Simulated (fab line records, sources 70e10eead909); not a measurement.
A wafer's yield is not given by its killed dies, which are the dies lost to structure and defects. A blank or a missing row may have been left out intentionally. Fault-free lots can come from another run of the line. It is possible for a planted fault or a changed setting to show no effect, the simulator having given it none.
Which of the tools did it? | flow nand harc | 39 wafers from 13 lots sampled at 5 of the route's 1302 steps

== WHAT THE GAUGES SHOWED, per wafer ==
NHARC_END_SORT_01.
lot  | measured     | on        | killed at array | killed at other | killed at periphery | killed dies | killed open | killed short
L267 | day 27 15:56 | prober-01 | 63 124 66       | 0 1 3           | 5 5 5               | 68 130 74   | 2 5 2       | 1 1 3

== TOOL THAT RAN EACH LOT (tool first, then ch and the chambers of the sampled wafers, then the start) ==
lot  | NHARC_A_STAIRCASE_TRIM_229         | NHARC_A_BONDPAD_PVD_27                  | NHARC_A_BONDPAD_CMP_19        | NHARC_THIN_TSV_PRE_CLEAN_50
L260 | rie diel-12 ch 0,2,3, day 16 04:48 | pvd sputter-01, day 23 14:26 or earlier | cmp-03 ch 0,1,2, day 23 14:26 | pvd sputter-02, no start
L259 | rie diel-03 ch 2,3, day 16 04:52   | pvd sputter-02, day 23 13:46 or earlier | cmp-02 ch 0,2,3, day 23 13:46 | pvd sputter-02, no start
L261 | rie diel-05 ch 1,2,3, day 17 03:36 | pvd sputter-01, day 24 08:43 or earlier | cmp-04 ch 2,3, day 24 08:43   | pvd sputter-03, no start
L262 | rie diel-05 ch 0,3, day 17 12:02   | pvd sputter-01, day 24 07:41 or earlier | cmp-02 ch 1,2,3, day 24 07:41 | pvd sputter-01, no start
L267 | rie diel-12 ch 1,3, day 19 10:02   | pvd sputter-03, day 26 11:43 or earlier | cmp-02 ch 0,2,3, day 26 11:43 | pvd sputter-03, day 27 15:56 or earlier
L275 | rie diel-03 ch 0,2, day 22 16:26   | pvd sputter-03, day 29 18:01 or earlier | cmp-02 ch 1,3, day 29 18:01   | pvd sputter-02, no start
L276 | rie diel-05 ch 0,3, day 23 05:08   | pvd sputter-01, day 29 22:55 or earlier | cmp-02 ch 0,2, day 29 22:55   | pvd sputter-02, no start
L277 | rie diel-12 ch 0,1,3, day 24 02:44 | pvd sputter-02, day 31 08:05 or earlier | cmp-04 ch 1,2, day 31 08:05   | pvd sputter-01, no start
L278 | rie diel-03 ch 0,1,3, day 24 03:09 | pvd sputter-02, day 31 15:24 or earlier | cmp-03 ch 0,1,3, day 31 15:24 | pvd sputter-01, no start
L279 | rie diel-03 ch 1,2,3, day 24 22:31 | pvd sputter-01, day 32 00:22 or earlier | cmp-04 ch 0,2, day 32 00:22   | pvd sputter-03, no start
L280 | rie diel-05 ch 0,2,3, day 24 23:53 | pvd sputter-02, day 32 00:52 or earlier | cmp-02 ch 1,2,3, day 32 00:52 | pvd sputter-03, no start
L282 | rie diel-03 ch 0,1,2, day 25 16:29 | pvd sputter-02, day 32 22:19 or earlier | cmp-03 ch 0,1,3, day 32 22:19 | pvd sputter-03, no start
L281 | rie diel-12 ch 1,2, day 25 17:22   | pvd sputter-02, day 32 21:20 or earlier | cmp-03 ch 0,3, day 32 21:20   | pvd sputter-01, no start
- NHARC_A_STAIRCASE_TRIM_229: chemistry O2, time 211.2 s.
- NHARC_A_BONDPAD_PVD_27: deposits Cu, target thk 30 nm, time 20.49 s.
- NHARC_A_BONDPAD_CMP_19: polishes, t overpolish 30 s, cu recess touch 16 s, target thk 169.82 nm.
- NHARC_THIN_TSV_PRE_CLEAN_50: time 30 s.

== AS READ BY THE TOOLS THEMSELVES (means over the sampled wafers that have a number; for cases with no such wafer, the mark the record gives instead) ==
NHARC_A_STAIRCASE_TRIM_229.
lot  | tool        | drypump motor current A (A) | oes product au (a.u.) | rf vpp V (V) | showerhead plenum p Torr (Torr) | throttle valve pct (%)
L260 | rie diel-12 | 6.0                         | 1.003                 | 58.2         | 3.44                            | 17.024
L259 | rie diel-03 | 5.6                         | 1.006                 | 58.1         | 3.37                            | 17.039
L261 | rie diel-05 | 5.8                         | 0.982                 | 58.0         | 3.49                            | 17.034
L262 | rie diel-05 | 5.7                         | 0.990                 | 57.8         | 3.59                            | 17.027
L267 | rie diel-12 | 6.2                         | 0.985                 | 57.7         | 3.47                            | 17.038
L275 | rie diel-03 | 6.0                         | 1.003                 | 58.3         | 3.59                            | 17.042
L276 | rie diel-05 | 5.7                         | 1.002                 | 59.3         | 3.56                            | 17.040
L277 | rie diel-12 | 6.2                         | 1.009                 | 57.2         | 3.40                            | 17.043
L278 | rie diel-03 | 6.0                         | 1.008                 | 58.0         | 3.66                            | 17.035
L279 | rie diel-03 | 5.5                         | 0.999                 | 57.4         | 3.62                            | 17.036
L280 | rie diel-05 | 5.6                         | 0.999                 | 57.8         | 3.52                            | 17.034
L282 | rie diel-03 | 5.8                         | 1.009                 | 57.0         | 3.55                            | 17.045
L281 | rie diel-12 | 5.8                         | 0.993                 | 57.1         | 3.52                            | 17.034

NHARC_A_BONDPAD_PVD_27.
lot  | tool           | throttle valve pct (%)
L260 | pvd sputter-01 | 30.0
L259 | pvd sputter-02 | 29.6
L261 | pvd sputter-01 | 29.2
L262 | pvd sputter-01 | 30.2
L267 | pvd sputter-03 | 30.4
L275 | pvd sputter-03 | 30.5
L276 | pvd sputter-01 | 30.2
L277 | pvd sputter-02 | 30.1
L278 | pvd sputter-02 | 29.9
L279 | pvd sputter-01 | 30.5
L280 | pvd sputter-02 | 29.9
L282 | pvd sputter-02 | 30.1
L281 | pvd sputter-02 | 30.1

NHARC_A_BONDPAD_CMP_19.
lot  | tool   | motor current A (A) | overpolish run s (s) | slurry filter dp kPa (kPa)
L260 | cmp-03 | 12.1                | 30.006               | 13.50
L259 | cmp-02 | 11.5                | 30.006               | 13.57
L261 | cmp-04 | 12.4                | 30.000               | 13.55
L262 | cmp-02 | 12.3                | 29.997               | 13.31
L267 | cmp-02 | 11.4                | 30.001               | 13.43
L275 | cmp-02 | 12.4                | 29.998               | 13.43
L276 | cmp-02 | 11.5                | 30.003               | 13.58
L277 | cmp-04 | 12.2                | 29.990               | 13.45
L278 | cmp-03 | 13.0                | 30.008               | 13.44
L279 | cmp-04 | 11.6                | 30.009               | 13.41
L280 | cmp-02 | 12.1                | 29.997               | 13.48
L282 | cmp-03 | 13.1                | 30.004               | 13.53
L281 | cmp-03 | 12.1                | 30.001               | 13.47

NHARC_THIN_TSV_PRE_CLEAN_50.
lot  | tool           | heater power w (W)
L260 | pvd sputter-02 | 428
L259 | pvd sputter-02 | 436
L261 | pvd sputter-03 | 381
L262 | pvd sputter-01 | 392
L267 | pvd sputter-03 | 375
L275 | pvd sputter-02 | 445
L276 | pvd sputter-02 | 430
L277 | pvd sputter-01 | 416
L278 | pvd sputter-01 | 409
L279 | pvd sputter-03 | 421
L280 | pvd sputter-03 | 395
L282 | pvd sputter-03 | 411
L281 | pvd sputter-01 | 401

== THE ANSWER, worked out from the rows above alone ==
Rule: the usual values come from the lots themselves. The widest of any qualifying gaps counts: lots, ordered by their means at a reading, are off when they make up no more than a third of the lots, leave a main group of 4 or more, and stand apart from it by 3 or more times the standard deviation of that group's means. If all means in a main group match to the digits the tables above print for the reading, that group is not used. A lot without any number at a reading at which 4 lots or more have one is off too. All remaining lots with rows at the step are treated as sound. Order of review: gauges by route order, followed by the tools' own readings, for which a lot's mean as printed above is used. The first step at which some lot is off is used, and at that step the reading that is off furthest; a lot without a number counts as furthest.
Across all readings shown, no lot is off: no conclusion can be drawn from this.

== WHAT HAD BEEN PUT IN BY THE SIMULATOR ==
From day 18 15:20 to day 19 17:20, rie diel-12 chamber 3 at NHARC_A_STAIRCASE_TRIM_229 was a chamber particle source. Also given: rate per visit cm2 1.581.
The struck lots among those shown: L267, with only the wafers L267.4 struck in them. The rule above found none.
